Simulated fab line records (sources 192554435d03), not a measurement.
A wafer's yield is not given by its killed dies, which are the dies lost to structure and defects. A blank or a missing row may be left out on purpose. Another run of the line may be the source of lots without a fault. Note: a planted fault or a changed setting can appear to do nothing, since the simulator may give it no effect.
fab line records / flow n5Finfet
[record] lots = 6 wafers = 18 lastDay = 18
route steps=1938 shown BEOL_M13@1710 BEOL_M14@1716
lots that met no fault: taken from a fault-free run of the same line
startH: hours from the record's first day to the start of the lot's first wafer shown / waitH: hours elapsed since this lot's preceding step / " as in the row above / L1.1+2: a single row standing in for several wafers / - either no value or no given start / * or withheld: withheld / < > ~ a bound
route shown NAME@n: a module of which the file shows steps, and the number in the route of the first / usual: average and standard deviation across the fault-free wafers / same: alike in all rows / chamber/n: place in a boat / sites: the reading at each site / _std_site: the values' standard deviation / _edge_site: the outer-site mean with the inner-site mean subtracted / radiusMm: how far each site lies from the wafer's centre / mask NAME#n: copy n / behind: the last tool/chamber to shape the wafer / hold: why the lot was held/for how many hours/how that ended / device: transistor that didn't switch, given as n, p or np / end of line: the same wafers' tests at the end of the route / for a step that has no rows: nothing shown but its recipe / killed: the dies lost at the first sort to structure and to defects; this is not the yield of the wafer / map: dies across one wafer; x = killed, . = not, _ = none there
set.NAME: the setting the step ran with; set.NAME@STEP: the setting that earlier step ran with / model.NAME: the simulator's own value behind a step, which no gauge read
a table for each step, a row for each wafer; lots at some steps of the route
services: when a tool's chamber went out of use (startH, in hours from the record's first day, below 0 if earlier), for how many hours, and the reason
[[steps]]
[step N5_BEOL_M13_CMP_49]
[recipe] stopOn = SiOC tOverpolishS = 17.1 downForcePsi = 1 platenRpm = 50 clearingPlatenDownForcePsi = 1.5 clearingPlatenRpm = 50 postCmpClean = cuAlkaline targetThkNm = 420 clearingPlatenPadVelocityMS = 0.99484 padVelocityMS = 0.99484
[usual] barrierFieldEndpointS = 30.2/1 motorCurrentA = 6.0/0.68 overpolishRunS = 17.099/0.0098
lot.wafer=L450.4 tool=cmp-01 chamber=1 startH=318.38 waitH=0.2 barrierFieldEndpointS=29.0 motorCurrentA=5.8 overpolishRunS=17.083
lot.wafer=L450.5 tool=cmp-01 chamber=0 startH=318.38 waitH=0.2 barrierFieldEndpointS=31.9 motorCurrentA=6.8 overpolishRunS=17.100
lot.wafer=L450.6 tool=cmp-01 chamber=1 startH=318.38 waitH=0.2 barrierFieldEndpointS=29.8 motorCurrentA=5.2 overpolishRunS=17.101
lot.wafer=L453.1 tool=cmp-01 chamber=3 startH=358.16 waitH=0.4 barrierFieldEndpointS=30.1 motorCurrentA=6.9 overpolishRunS=17.092
lot.wafer=L453.4 tool=cmp-01 chamber=1 startH=358.16 waitH=0.4 barrierFieldEndpointS=28.2 motorCurrentA=5.7 overpolishRunS=17.080
lot.wafer=L453.6 tool=cmp-01 chamber=2 startH=358.16 waitH=0.4 barrierFieldEndpointS=29.2 motorCurrentA=5.5 overpolishRunS=17.088
lot.wafer=L455.3 tool=cmp-04 chamber=1 startH=364.20 waitH=0.2 barrierFieldEndpointS=30.0 motorCurrentA=6.0 overpolishRunS=17.088
lot.wafer=L455.1 tool=cmp-04 chamber=2 startH=364.20 waitH=0.2 barrierFieldEndpointS=29.1 motorCurrentA=5.9 overpolishRunS=17.119
lot.wafer=L455.5 tool=cmp-04 chamber=0 startH=364.20 waitH=0.2 barrierFieldEndpointS=30.2 motorCurrentA=6.4 overpolishRunS=17.100
lot.wafer=L457.4 tool=cmp-01 chamber=0 startH=375.15 waitH=0.2 barrierFieldEndpointS=30.3 motorCurrentA=7.0 overpolishRunS=17.101
lot.wafer=L457.6 tool=cmp-01 chamber=3 startH=375.15 waitH=0.2 barrierFieldEndpointS=29.6 motorCurrentA=6.6 overpolishRunS=17.111
lot.wafer=L457.5 tool=cmp-01 chamber=0 startH=375.15 waitH=0.2 barrierFieldEndpointS=30.6 motorCurrentA=6.6 overpolishRunS=17.096
lot.wafer=L458.2 tool=cmp-01 chamber=0 startH=379.62 waitH=0.2 barrierFieldEndpointS=30.2 motorCurrentA=6.9 overpolishRunS=17.098
lot.wafer=L458.4 tool=cmp-01 chamber=1 startH=379.62 waitH=0.2 barrierFieldEndpointS=28.8 motorCurrentA=5.4 overpolishRunS=17.094
lot.wafer=L458.1 tool=cmp-01 chamber=2 startH=379.62 waitH=0.2 barrierFieldEndpointS=30.6 motorCurrentA=5.5 overpolishRunS=17.088
lot.wafer=L459.1 tool=cmp-01 chamber=3 startH=384.03 waitH=0.3 barrierFieldEndpointS=30.8 motorCurrentA=6.6 overpolishRunS=17.096
lot.wafer=L459.4 tool=cmp-01 chamber=0 startH=384.03 waitH=0.3 barrierFieldEndpointS=31.7 motorCurrentA=6.9 overpolishRunS=17.097
lot.wafer=L459.6 tool=cmp-01 chamber=3 startH=384.03 waitH=0.3 barrierFieldEndpointS=30.0 motorCurrentA=6.8 overpolishRunS=17.104
[step N5_BEOL_M13_THK_MEAS_50]
[recipe] thkMeasGauge = xrf reads = Cu_of_BEOL_M13_ECD_47
[usual] M13_THK = 418/10
lot.wafer=L450.4 tool=filmMetro-01 chamber=- startH=318.64 waitH=- M13_THK[nm]=418
lot.wafer=L450.5 tool=filmMetro-01 chamber=- startH=318.64 waitH=- M13_THK[nm]=419
lot.wafer=L450.6 tool=filmMetro-01 chamber=- startH=318.64 waitH=- M13_THK[nm]=404
lot.wafer=L453.1 tool=filmMetro-01 chamber=- startH=358.42 waitH=- M13_THK[nm]=413
lot.wafer=L453.4 tool=filmMetro-01 chamber=- startH=358.42 waitH=- M13_THK[nm]=406
lot.wafer=L453.6 tool=filmMetro-01 chamber=- startH=358.42 waitH=- M13_THK[nm]=399
lot.wafer=L455.1 tool=filmMetro-02 chamber=- startH=364.46 waitH=- M13_THK[nm]=437
lot.wafer=L455.3 tool=filmMetro-02 chamber=- startH=364.46 waitH=- M13_THK[nm]=431
lot.wafer=L455.5 tool=filmMetro-02 chamber=- startH=364.46 waitH=- M13_THK[nm]=430
lot.wafer=L457.4 tool=filmMetro-01 chamber=- startH=375.41 waitH=- M13_THK[nm]=418
lot.wafer=L457.5 tool=filmMetro-01 chamber=- startH=375.41 waitH=- M13_THK[nm]=417
lot.wafer=L457.6 tool=filmMetro-01 chamber=- startH=375.41 waitH=- M13_THK[nm]=418
lot.wafer=L458.1 tool=filmMetro-01 chamber=- startH=379.92 waitH=- M13_THK[nm]=403
lot.wafer=L458.2 tool=filmMetro-01 chamber=- startH=379.92 waitH=- M13_THK[nm]=433
lot.wafer=L458.4 tool=filmMetro-01 chamber=- startH=379.92 waitH=- M13_THK[nm]=403
lot.wafer=L459.1 tool=filmMetro-01 chamber=- startH=384.33 waitH=- M13_THK[nm]=405
lot.wafer=L459.4 tool=filmMetro-01 chamber=- startH=384.33 waitH=- M13_THK[nm]=423
lot.wafer=L459.6 tool=filmMetro-01 chamber=- startH=384.33 waitH=- M13_THK[nm]=426
[step N5_BEOL_M13_PRE_CLEAN_52]
[recipe] gas = NH3 timeS = 15 tempC = withheld rfPowerW = 300
[step N5_BEOL_M13_DEP_53]
[recipe] material = SiCN targetThkA = 500 tempC = withheld precursor = 3MS/NH3 pressureTorr = 3 rfW = 675 timeS = 17.8
[usual] chamberPressureTorr = 2.999/0.0064 showerheadPlenumPTorr = 4.168/0.014 throttleValvePct = 17.4/0.69
lot.wafer=L450.4 tool=pecvd-03 chamber=2 startH=318.73 waitH=0.0 chamberPressureTorr=3.002 showerheadPlenumPTorr=4.163 throttleValvePct=16.4
lot.wafer=L450.5 tool=pecvd-03 chamber=1 startH=318.73 waitH=0.0 chamberPressureTorr=2.998 showerheadPlenumPTorr=4.156 throttleValvePct=17.8
lot.wafer=L450.6 tool=pecvd-03 chamber=2 startH=318.73 waitH=0.0 chamberPressureTorr=2.997 showerheadPlenumPTorr=4.181 throttleValvePct=16.6
lot.wafer=L453.1 tool=pecvd-02 chamber=2 startH=358.48 waitH=0.0 chamberPressureTorr=3.004 showerheadPlenumPTorr=4.149 throttleValvePct=17.1
lot.wafer=L453.4 tool=pecvd-02 chamber=1 startH=358.48 waitH=0.0 chamberPressureTorr=3.005 showerheadPlenumPTorr=4.176 throttleValvePct=16.8
lot.wafer=L453.6 tool=pecvd-02 chamber=0 startH=358.48 waitH=0.0 chamberPressureTorr=2.996 showerheadPlenumPTorr=4.162 throttleValvePct=18.5
lot.wafer=L455.1 tool=pecvd-03 chamber=2 startH=364.52 waitH=0.0 chamberPressureTorr=2.993 showerheadPlenumPTorr=4.165 throttleValvePct=16.8
lot.wafer=L455.3 tool=pecvd-03 chamber=0 startH=364.52 waitH=0.0 chamberPressureTorr=2.998 showerheadPlenumPTorr=4.192 throttleValvePct=18.7
lot.wafer=L455.5 tool=pecvd-03 chamber=2 startH=364.52 waitH=0.0 chamberPressureTorr=3.000 showerheadPlenumPTorr=4.178 throttleValvePct=16.7
lot.wafer=L457.4 tool=pecvd-02 chamber=0 startH=375.48 waitH=0.0 chamberPressureTorr=2.993 showerheadPlenumPTorr=4.149 throttleValvePct=18.1
lot.wafer=L457.5 tool=pecvd-02 chamber=1 startH=375.48 waitH=0.0 chamberPressureTorr=2.995 showerheadPlenumPTorr=4.178 throttleValvePct=17.3
lot.wafer=L457.6 tool=pecvd-02 chamber=2 startH=375.48 waitH=0.0 chamberPressureTorr=3.009 showerheadPlenumPTorr=4.156 throttleValvePct=17.4
lot.wafer=L458.1 tool=pecvd-03 chamber=2 startH=379.99 waitH=0.0 chamberPressureTorr=2.996 showerheadPlenumPTorr=4.179 throttleValvePct=16.6
lot.wafer=L458.2 tool=pecvd-03 chamber=1 startH=379.99 waitH=0.0 chamberPressureTorr=2.999 showerheadPlenumPTorr=4.150 throttleValvePct=17.6
lot.wafer=L458.4 tool=pecvd-03 chamber=2 startH=379.99 waitH=0.0 chamberPressureTorr=2.990 showerheadPlenumPTorr=4.179 throttleValvePct=16.7
lot.wafer=L459.1 tool=pecvd-01 chamber=0 startH=384.39 waitH=0.0 chamberPressureTorr=3.003 showerheadPlenumPTorr=4.147 throttleValvePct=17.7
lot.wafer=L459.4 tool=pecvd-01 chamber=0 startH=384.39 waitH=0.0 chamberPressureTorr=2.996 showerheadPlenumPTorr=4.155 throttleValvePct=17.3
lot.wafer=L459.6 tool=pecvd-01 chamber=1 startH=384.39 waitH=0.0 chamberPressureTorr=2.995 showerheadPlenumPTorr=4.171 throttleValvePct=18.6
[step N5_BEOL_M13_RS_MEAS_54]
[recipe] thkMeasGauge = four-point-probe reads = Cu_of_BEOL_M13_ECD_47+Ta_of_BEOL_M13_SPUTTER_44+TaN_of_BEOL_M13_SPUTTER_43
[usual] M13_RS = 0.0449/0.0011
lot.wafer=L450.4 tool=filmMetro-01 chamber=- startH=318.80 waitH=0.1 M13_RS[ohm/sq]=0.0454
lot.wafer=L450.5 tool=filmMetro-01 chamber=- startH=318.80 waitH=0.1 M13_RS[ohm/sq]=0.0453
lot.wafer=L450.6 tool=filmMetro-01 chamber=- startH=318.80 waitH=0.1 M13_RS[ohm/sq]=0.0468
lot.wafer=L453.1 tool=filmMetro-02 chamber=- startH=358.55 waitH=0.0 M13_RS[ohm/sq]=0.0456
lot.wafer=L453.4 tool=filmMetro-02 chamber=- startH=358.55 waitH=0.0 M13_RS[ohm/sq]=0.0464
lot.wafer=L453.6 tool=filmMetro-02 chamber=- startH=358.55 waitH=0.0 M13_RS[ohm/sq]=0.0473
lot.wafer=L455.1 tool=filmMetro-01 chamber=- startH=364.58 waitH=0.0 M13_RS[ohm/sq]=0.0431
lot.wafer=L455.3 tool=filmMetro-01 chamber=- startH=364.58 waitH=0.0 M13_RS[ohm/sq]=0.0436
lot.wafer=L455.5 tool=filmMetro-01 chamber=- startH=364.58 waitH=0.0 M13_RS[ohm/sq]=0.0440
lot.wafer=L457.4 tool=filmMetro-02 chamber=- startH=375.55 waitH=0.0 M13_RS[ohm/sq]=0.0443
lot.wafer=L457.5 tool=filmMetro-02 chamber=- startH=375.55 waitH=0.0 M13_RS[ohm/sq]=0.0443
lot.wafer=L457.6 tool=filmMetro-02 chamber=- startH=375.55 waitH=0.0 M13_RS[ohm/sq]=0.0443
lot.wafer=L458.1 tool=filmMetro-02 chamber=- startH=380.08 waitH=0.1 M13_RS[ohm/sq]=0.0462
lot.wafer=L458.2 tool=filmMetro-02 chamber=- startH=380.08 waitH=0.1 M13_RS[ohm/sq]=0.0429
lot.wafer=L458.4 tool=filmMetro-02 chamber=- startH=380.08 waitH=0.1 M13_RS[ohm/sq]=0.0461
lot.wafer=L459.1 tool=filmMetro-02 chamber=- startH=384.46 waitH=0.0 M13_RS[ohm/sq]=0.0466
lot.wafer=L459.4 tool=filmMetro-02 chamber=- startH=384.46 waitH=0.0 M13_RS[ohm/sq]=0.0444
lot.wafer=L459.6 tool=filmMetro-02 chamber=- startH=384.46 waitH=0.0 M13_RS[ohm/sq]=0.0441
[step N5_BEOL_M13_INSPECT_55]
[recipe] inspectInstrument = darkfield mode = postDep
[usual] rawDefectCount = 74/25
lot.wafer=L450.4 tool=defectInspect-01 chamber=- startH=318.82 waitH=0.0 rawDefectCount=74
lot.wafer=L450.5 tool=defectInspect-01 chamber=- startH=318.82 waitH=0.0 rawDefectCount=43
lot.wafer=L450.6 tool=defectInspect-01 chamber=- startH=318.82 waitH=0.0 rawDefectCount=54
lot.wafer=L453.1 tool=defectInspect-01 chamber=- startH=358.58 waitH=0.0 rawDefectCount=40
lot.wafer=L453.4 tool=defectInspect-01 chamber=- startH=358.58 waitH=0.0 rawDefectCount=88
lot.wafer=L453.6 tool=defectInspect-01 chamber=- startH=358.58 waitH=0.0 rawDefectCount=87
lot.wafer=L455.1 tool=defectInspect-01 chamber=- startH=364.61 waitH=0.0 rawDefectCount=97
lot.wafer=L455.3 tool=defectInspect-01 chamber=- startH=364.61 waitH=0.0 rawDefectCount=129
lot.wafer=L455.5 tool=defectInspect-01 chamber=- startH=364.61 waitH=0.0 rawDefectCount=113
lot.wafer=L457.4 tool=defectInspect-02 chamber=- startH=375.58 waitH=0.0 rawDefectCount=89
lot.wafer=L457.5 tool=defectInspect-02 chamber=- startH=375.58 waitH=0.0 rawDefectCount=73
lot.wafer=L457.6 tool=defectInspect-02 chamber=- startH=375.58 waitH=0.0 rawDefectCount=42
lot.wafer=L458.1 tool=defectInspect-01 chamber=- startH=380.10 waitH=0.0 rawDefectCount=71
lot.wafer=L458.2 tool=defectInspect-01 chamber=- startH=380.10 waitH=0.0 rawDefectCount=80
lot.wafer=L458.4 tool=defectInspect-01 chamber=- startH=380.10 waitH=0.0 rawDefectCount=72
lot.wafer=L459.1 tool=defectInspect-02 chamber=- startH=384.48 waitH=0.0 rawDefectCount=84
lot.wafer=L459.4 tool=defectInspect-02 chamber=- startH=384.48 waitH=0.0 rawDefectCount=70
lot.wafer=L459.6 tool=defectInspect-02 chamber=- startH=384.48 waitH=0.0 rawDefectCount=148
[step N5_BEOL_M14_ILD_DEP_00]
[recipe] material = SiO2 targetThkA = 11193 tempC = 400 precursor = TEOS/O2 pressureTorr = 6.5 rfW = 900 teosFlowSccm = 161.4 gas = O2 flowSccm = 2650 timeS = 237.4
[usual] chamberPressureTorr = 6.500/0.013 heaterPowerW = 597/110 showerheadPlenumPTorr = 8.357/0.028 throttleValvePct = 18.6/1.1
lot.wafer=L450.4 tool=pecvd-04 chamber=2 startH=318.94 waitH=0.1 chamberPressureTorr=6.499 heaterPowerW=612 showerheadPlenumPTorr=8.384 throttleValvePct=17.8
lot.wafer=L450.5 tool=pecvd-04 chamber=0 startH=318.94 waitH=0.1 chamberPressureTorr=6.516 heaterPowerW=578 showerheadPlenumPTorr=8.379 throttleValvePct=20.5
lot.wafer=L450.6 tool=pecvd-04 chamber=1 startH=318.94 waitH=0.1 chamberPressureTorr=6.505 heaterPowerW=794 showerheadPlenumPTorr=8.324 throttleValvePct=19.4
lot.wafer=L453.1 tool=pecvd-03 chamber=2 startH=358.61 waitH=0.0 chamberPressureTorr=6.515 heaterPowerW=704 showerheadPlenumPTorr=8.363 throttleValvePct=17.2
lot.wafer=L453.4 tool=pecvd-03 chamber=2 startH=358.61 waitH=0.0 chamberPressureTorr=6.494 heaterPowerW=528 showerheadPlenumPTorr=8.371 throttleValvePct=17.3
lot.wafer=L453.6 tool=pecvd-03 chamber=0 startH=358.61 waitH=0.0 chamberPressureTorr=6.511 heaterPowerW=464 showerheadPlenumPTorr=8.406 throttleValvePct=19.2
lot.wafer=L455.1 tool=pecvd-04 chamber=1 startH=364.65 waitH=0.0 chamberPressureTorr=6.488 heaterPowerW=666 showerheadPlenumPTorr=8.303 throttleValvePct=19.4
lot.wafer=L455.3 tool=pecvd-04 chamber=2 startH=364.65 waitH=0.0 chamberPressureTorr=6.476 heaterPowerW=594 showerheadPlenumPTorr=8.368 throttleValvePct=18.0
lot.wafer=L455.5 tool=pecvd-04 chamber=2 startH=364.65 waitH=0.0 chamberPressureTorr=6.487 heaterPowerW=467 showerheadPlenumPTorr=8.384 throttleValvePct=18.1
lot.wafer=L457.4 tool=pecvd-01 chamber=1 startH=375.69 waitH=0.1 chamberPressureTorr=6.501 heaterPowerW=642 showerheadPlenumPTorr=8.347 throttleValvePct=19.3
lot.wafer=L457.5 tool=pecvd-01 chamber=2 startH=375.69 waitH=0.1 chamberPressureTorr=6.490 heaterPowerW=507 showerheadPlenumPTorr=8.369 throttleValvePct=18.0
lot.wafer=L457.6 tool=pecvd-01 chamber=0 startH=375.69 waitH=0.1 chamberPressureTorr=6.490 heaterPowerW=861 showerheadPlenumPTorr=8.333 throttleValvePct=17.9
lot.wafer=L458.1 tool=pecvd-01 chamber=0 startH=380.14 waitH=0.0 chamberPressureTorr=6.501 heaterPowerW=750 showerheadPlenumPTorr=8.354 throttleValvePct=18.0
lot.wafer=L458.2 tool=pecvd-01 chamber=2 startH=380.14 waitH=0.0 chamberPressureTorr=6.494 heaterPowerW=491 showerheadPlenumPTorr=8.355 throttleValvePct=17.8
lot.wafer=L458.4 tool=pecvd-01 chamber=0 startH=380.14 waitH=0.0 chamberPressureTorr=6.483 heaterPowerW=835 showerheadPlenumPTorr=8.334 throttleValvePct=18.1
lot.wafer=L459.1 tool=pecvd-03 chamber=1 startH=384.52 waitH=0.0 chamberPressureTorr=6.504 heaterPowerW=464 showerheadPlenumPTorr=8.336 throttleValvePct=18.3
lot.wafer=L459.4 tool=pecvd-03 chamber=1 startH=384.52 waitH=0.0 chamberPressureTorr=6.492 heaterPowerW=512 showerheadPlenumPTorr=8.332 throttleValvePct=18.3
lot.wafer=L459.6 tool=pecvd-03 chamber=1 startH=384.52 waitH=0.0 chamberPressureTorr=6.512 heaterPowerW=558 showerheadPlenumPTorr=8.330 throttleValvePct=18.5
[step N5_BEOL_M14_THK_MEAS_01]
[recipe] reads = SiO2_of_BEOL_M14_ILD_DEP_00
[usual] M14_ILD_THK = 1127/18
lot.wafer=L450.4 tool=filmMetro-02 chamber=- startH=319.05 waitH=0.0 M14_ILD_THK[nm]=1131
lot.wafer=L450.5 tool=filmMetro-02 chamber=- startH=319.05 waitH=0.0 M14_ILD_THK[nm]=1144
lot.wafer=L450.6 tool=filmMetro-02 chamber=- startH=319.05 waitH=0.0 M14_ILD_THK[nm]=1117
lot.wafer=L453.1 tool=filmMetro-02 chamber=- startH=358.81 waitH=0.1 M14_ILD_THK[nm]=1155
lot.wafer=L453.4 tool=filmMetro-02 chamber=- startH=358.81 waitH=0.1 M14_ILD_THK[nm]=1167
lot.wafer=L453.6 tool=filmMetro-02 chamber=- startH=358.81 waitH=0.1 M14_ILD_THK[nm]=1169
lot.wafer=L455.1 tool=filmMetro-02 chamber=- startH=364.84 waitH=0.1 M14_ILD_THK[nm]=1105
lot.wafer=L455.3 tool=filmMetro-02 chamber=- startH=364.84 waitH=0.1 M14_ILD_THK[nm]=1101
lot.wafer=L455.5 tool=filmMetro-02 chamber=- startH=364.84 waitH=0.1 M14_ILD_THK[nm]=1137
lot.wafer=L457.4 tool=filmMetro-01 chamber=- startH=375.80 waitH=0.0 M14_ILD_THK[nm]=1157
lot.wafer=L457.5 tool=filmMetro-01 chamber=- startH=375.80 waitH=0.0 M14_ILD_THK[nm]=1126
lot.wafer=L457.6 tool=filmMetro-01 chamber=- startH=375.80 waitH=0.0 M14_ILD_THK[nm]=1124
lot.wafer=L458.1 tool=filmMetro-01 chamber=- startH=380.33 waitH=0.1 M14_ILD_THK[nm]=1118
lot.wafer=L458.2 tool=filmMetro-01 chamber=- startH=380.33 waitH=0.1 M14_ILD_THK[nm]=1115
lot.wafer=L458.4 tool=filmMetro-01 chamber=- startH=380.33 waitH=0.1 M14_ILD_THK[nm]=1134
lot.wafer=L459.1 tool=filmMetro-01 chamber=- startH=384.79 waitH=0.2 M14_ILD_THK[nm]=1096
lot.wafer=L459.4 tool=filmMetro-01 chamber=- startH=384.79 waitH=0.2 M14_ILD_THK[nm]=1130
lot.wafer=L459.6 tool=filmMetro-01 chamber=- startH=384.79 waitH=0.2 M14_ILD_THK[nm]=1118
[step N5_BEOL_M14_COAT_58]
[recipe] resist = BARC tempC = 205 timeS = 60 spinRpm = 1500 resistThkNm = 89
[step N5_BEOL_M14_COAT_04]
[recipe] spinRpm = 1704 resistThkNm = 800
[step N5_BEOL_M14_EBR_06]
[recipe] solvent = PGMEA ebrWidthMm = 1.5
[step N5_BEOL_M14_SOFTBAKE_05]
[recipe] tempC = 130 timeS = 60
[step N5_BEOL_M14_EXPOSE_07]
[recipe] maskId = V13 na = 0.8 sourceShape = annular sigmaInner = 0.5 sigmaOuter = 0.8 polarization = unpolarized attpsmPhaseDeg = 180 doseMj = 57
[usual] exposureDoseMJCm2 = 56.96/0.057 focusOffsetNm = 0.1/0.53
lot.wafer=L450.4 tool=krfScanner-01 chamber=0 startH=319.32 waitH=- mask=V13#0 exposureDoseMJCm2=56.97 focusOffsetNm=0.3
lot.wafer=L450.5 tool=krfScanner-01 chamber=0 startH=319.32 waitH=- mask=V13#0 exposureDoseMJCm2=56.88 focusOffsetNm=-0.5
lot.wafer=L450.6 tool=krfScanner-01 chamber=0 startH=319.32 waitH=- mask=V13#0 exposureDoseMJCm2=56.95 focusOffsetNm=1.3
lot.wafer=L453.1 tool=krfScanner-02 chamber=- startH=359.06 waitH=- mask=V13#0 exposureDoseMJCm2=- focusOffsetNm=-
lot.wafer=L453.4 tool=krfScanner-02 chamber=- startH=359.06 waitH=- mask=V13#0 exposureDoseMJCm2=- focusOffsetNm=-
lot.wafer=L453.6 tool=krfScanner-02 chamber=- startH=359.06 waitH=- mask=V13#0 exposureDoseMJCm2=- focusOffsetNm=-
lot.wafer=L455.1 tool=krfScanner-01 chamber=- startH=365.09 waitH=- mask=V13#0 exposureDoseMJCm2=- focusOffsetNm=-
lot.wafer=L455.3 tool=krfScanner-01 chamber=- startH=365.09 waitH=- mask=V13#0 exposureDoseMJCm2=- focusOffsetNm=-
lot.wafer=L455.5 tool=krfScanner-01 chamber=- startH=365.09 waitH=- mask=V13#0 exposureDoseMJCm2=- focusOffsetNm=-
lot.wafer=L457.4 tool=krfScanner-01 chamber=0 startH=375.95 waitH=- mask=V13#0 exposureDoseMJCm2=56.90 focusOffsetNm=-0.2
lot.wafer=L457.5 tool=krfScanner-01 chamber=0 startH=375.95 waitH=- mask=V13#0 exposureDoseMJCm2=56.98 focusOffsetNm=-1.1
lot.wafer=L457.6 tool=krfScanner-01 chamber=0 startH=375.95 waitH=- mask=V13#0 exposureDoseMJCm2=56.90 focusOffsetNm=-0.7
lot.wafer=L458.1 tool=krfScanner-01 chamber=0 startH=380.46 waitH=- mask=V13#0 exposureDoseMJCm2=56.92 focusOffsetNm=0.6
lot.wafer=L458.2 tool=krfScanner-01 chamber=0 startH=380.46 waitH=- mask=V13#0 exposureDoseMJCm2=56.99 focusOffsetNm=0.5
lot.wafer=L458.4 tool=krfScanner-01 chamber=0 startH=380.46 waitH=- mask=V13#0 exposureDoseMJCm2=56.92 focusOffsetNm=0.6
lot.wafer=L459.1 tool=krfScanner-01 chamber=0 startH=384.92 waitH=- mask=V13#0 exposureDoseMJCm2=56.95 focusOffsetNm=1.1
lot.wafer=L459.4 tool=krfScanner-01 chamber=0 startH=384.92 waitH=- mask=V13#0 exposureDoseMJCm2=56.95 focusOffsetNm=1.0
lot.wafer=L459.6 tool=krfScanner-01 chamber=0 startH=384.92 waitH=- mask=V13#0 exposureDoseMJCm2=56.93 focusOffsetNm=0.3
[step N5_BEOL_M14_PEB_08]
[recipe] pebTempC = 130 pebTimeS = 90
[[services]]
tool=pecvd-02 chamber=1 startH=294.98 hours=5.5 kind=scheduledDown
tool=pecvd-04 chamber=2 startH=298.18 hours=- kind=calibration
tool=cmp-04 chamber=- startH=301.98 hours=4.0 kind=pm
tool=cmp-04 chamber=- startH=305.98 hours=- kind=consumableReplace:conditioner
tool=cmp-04 chamber=- startH=305.98 hours=- kind=consumableReplace:pad
tool=pecvd-03 chamber=0 startH=316.27 hours=5.0 kind=scheduledDown
tool=cmp-01 chamber=- startH=324.78 hours=0.4 kind=repair
tool=krfScanner-02 chamber=- startH=326.83 hours=0.8 kind=pm
tool=pecvd-03 chamber=- startH=338.65 hours=6.0 kind=pm
tool=krfScanner-02 chamber=- startH=338.83 hours=0.4 kind=repair
tool=krfScanner-01 chamber=- startH=346.93 hours=1.9 kind=repair
tool=krfScanner-01 chamber=- startH=355.21 hours=0.8 kind=pm
tool=krfScanner-01 chamber=- startH=357.44 hours=1.3 kind=pm
tool=cmp-04 chamber=- startH=358.00 hours=2.3 kind=repair
tool=pecvd-01 chamber=2 startH=358.04 hours=2.1 kind=scheduledDown
tool=pecvd-02 chamber=- startH=367.17 hours=0.8 kind=pm
tool=pecvd-03 chamber=0 startH=370.54 hours=16.5 kind=scheduledDown
tool=krfScanner-02 chamber=- startH=374.84 hours=1.0 kind=pm
tool=krfScanner-02 chamber=- startH=376.73 hours=2.3 kind=repair
tool=krfScanner-02 chamber=- startH=379.91 hours=1.3 kind=pm
tool=pecvd-04 chamber=1 startH=383.62 hours=- kind=clean
tool=pecvd-04 chamber=1 startH=383.62 hours=- kind=consumableReplace:showerhead
tool=pecvd-04 chamber=1 startH=383.62 hours=29.0 kind=scheduledDown
tool=pecvd-04 chamber=1 startH=383.62 hours=29.0 kind=ventCycle
[[key]]
[firstSign] step = N5_BEOL_M14_EXPOSE_07 reading = toolRecord direction = missing
effect none on later readings
metAt N5_BEOL_M14_EXPOSE_07
struckWafers L453.1,L453.4,L453.6,L455.1,L455.3,L455.5
laterRowsLeftOut L453.1,L453.4,L453.6,L455.1,L455.3,L455.5
sortLeftOut L453.1,L453.4,L453.6,L455.1,L455.3,L455.5
onsetBetween 319.32 359.06
[fault] kind = skippedStepWhole tool = krfScanner-01,krfScanner-02 chamber = - onsetH = 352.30 steps = N5_BEOL_M14_EXPOSE_07 scope = struckLotsOnly
// sortLeftOut: the simulated sort isn't trusted on such a fault, so these wafers' sort isn't shown, and their yield isn't known
// laterRowsLeftOut: the simulator's readings of these wafers behind a module that went badly wrong aren't trusted and aren't shown, but for the sort
